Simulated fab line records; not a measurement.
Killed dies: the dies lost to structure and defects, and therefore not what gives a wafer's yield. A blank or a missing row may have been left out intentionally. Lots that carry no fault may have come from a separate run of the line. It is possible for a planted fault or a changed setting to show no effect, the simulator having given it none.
Check for tools in common || flow nandHarc || Sampled: 4 lots, 12 wafers

REASON FOR OPENING
At NHARC_END_SORT_01 the reading killedAtArray is flagged on 3 of 4 lots. Fault-free wafers read 29, with a standard deviation of 11.
Rule: a lot is flagged in two cases, either no wafer of it has a number, or all its wafers with numbers fall more than 4 standard deviations from that mean. All remaining lots are regarded as sound.

{"lot": "L945", "measured": "day 21 17:40", "on": "prober-01", "killedAtArray, wafer by wafer": "675 674 672", "flag": "FLAGGED"}
{"lot": "L947", "measured": "day 22 02:40", "on": "prober-01", "killedAtArray, wafer by wafer": "675 675 676", "flag": "FLAGGED"}
{"lot": "L946", "measured": "day 22 11:59", "on": "prober-01", "killedAtArray, wafer by wafer": "677 674 675", "flag": "FLAGGED"}
{"lot": "L957", "measured": "day 24 20:26", "on": "prober-01", "killedAtArray, wafer by wafer": "33 33 35", "flag": ""}
On average the flagged lots' numbers are 675, which is +646 against the usual, or +59 standard deviations.

WHICH TOOL EACH LOT WENT THROUGH
Before the reading, the record contains 3 process steps out of a 1159-step route. Each cell gives the tool, then ch followed by the chambers the sampled wafers passed through, then the start.
{"lot": "L945", "flag": "FLAGGED", "NHARC_A_WL_FILL_ETCHBACK_16": "rieDiel-02 ch 2,3, day 18 06:32 or earlier", "NHARC_A_WL_FILL_ETCHBACK_26": "rieSi-01 ch 1,2,3, day 18 06:32", "NHARC_A_CONTACT_DEP_24": "no row"}
{"lot": "L947", "flag": "FLAGGED", "NHARC_A_WL_FILL_ETCHBACK_16": "rieDiel-13 ch 1,2,3, day 18 18:43 or earlier", "NHARC_A_WL_FILL_ETCHBACK_26": "rieSi-01 ch 1,3, day 18 18:43", "NHARC_A_CONTACT_DEP_24": "no row"}
{"lot": "L946", "flag": "FLAGGED", "NHARC_A_WL_FILL_ETCHBACK_16": "rieDiel-02 ch 0,2,3, day 18 18:43 or earlier", "NHARC_A_WL_FILL_ETCHBACK_26": "rieSi-03 ch 0,3, day 18 18:43", "NHARC_A_CONTACT_DEP_24": "no row"}
{"lot": "L957", "flag": "", "NHARC_A_WL_FILL_ETCHBACK_16": "rieDiel-08 ch 1,2,3, day 21 02:13 or earlier", "NHARC_A_WL_FILL_ETCHBACK_26": "rieSi-02 ch 0,1,2, day 21 02:13", "NHARC_A_CONTACT_DEP_24": "pecvd-03 ch 0,1,2, day 21 13:27"}
What the steps here do:
- NHARC_A_WL_FILL_ETCHBACK_16: etches the open film in C4F8/O2/Ar, target depth 88 nm, time 17.6 s.
- NHARC_A_WL_FILL_ETCHBACK_26: etches the open film in HBr, target depth 52 nm, time 13.3 s.
- NHARC_A_CONTACT_DEP_24: deposits SiO2, target thk 500 nm.
- NHARC_END_SORT_01

FLAGGED AGAINST TOTAL, ONE TOOL AT A TIME (gauges that did the reading follow at the end)
{"step": "NHARC_A_WL_FILL_ETCHBACK_16", "tool": "rieDiel-02", "lots run": 2, "flagged": 2, "share of the flagged lots": "some", "sound lots run after its first flagged lot": 0}
{"step": "NHARC_A_WL_FILL_ETCHBACK_16", "tool": "rieDiel-08", "lots run": 1, "flagged": 0, "share of the flagged lots": "none", "sound lots run after its first flagged lot": "-"}
{"step": "NHARC_A_WL_FILL_ETCHBACK_16", "tool": "rieDiel-13", "lots run": 1, "flagged": 1, "share of the flagged lots": "some", "sound lots run after its first flagged lot": 0}
{"step": "NHARC_A_WL_FILL_ETCHBACK_26", "tool": "rieSi-01", "lots run": 2, "flagged": 2, "share of the flagged lots": "some", "sound lots run after its first flagged lot": 0}
{"step": "NHARC_A_WL_FILL_ETCHBACK_26", "tool": "rieSi-02", "lots run": 1, "flagged": 0, "share of the flagged lots": "none", "sound lots run after its first flagged lot": "-"}
{"step": "NHARC_A_WL_FILL_ETCHBACK_26", "tool": "rieSi-03", "lots run": 1, "flagged": 1, "share of the flagged lots": "some", "sound lots run after its first flagged lot": 0}
{"step": "NHARC_A_CONTACT_DEP_24", "tool": "pecvd-03", "lots run": 1, "flagged": 0, "share of the flagged lots": "none", "sound lots run after its first flagged lot": "-"}
{"step": "NHARC_END_SORT_01", "tool": "prober-01", "lots run": 4, "flagged": 3, "share of the flagged lots": "all", "sound lots run after its first flagged lot": "1 (L957)"}
Because NHARC_A_WL_FILL_ETCHBACK_16 lacks a start for some lots, the hours and order of its lots are taken from NHARC_A_WL_FILL_ETCHBACK_26.

WHAT THE TABLE ALLOWS
Rows of the table that ran each flagged lot: 1, that is prober-01 at NHARC_END_SORT_01.
- prober-01 at NHARC_END_SORT_01: 3 of its 4 lots flagged. After the first flagged lot (L957), sound lots still ran on it; a lasting fault on the whole tool would not permit that.
There is no row in the table that ran each flagged lot and no sound lot after the first.

WHAT THE SIMULATOR PUT IN
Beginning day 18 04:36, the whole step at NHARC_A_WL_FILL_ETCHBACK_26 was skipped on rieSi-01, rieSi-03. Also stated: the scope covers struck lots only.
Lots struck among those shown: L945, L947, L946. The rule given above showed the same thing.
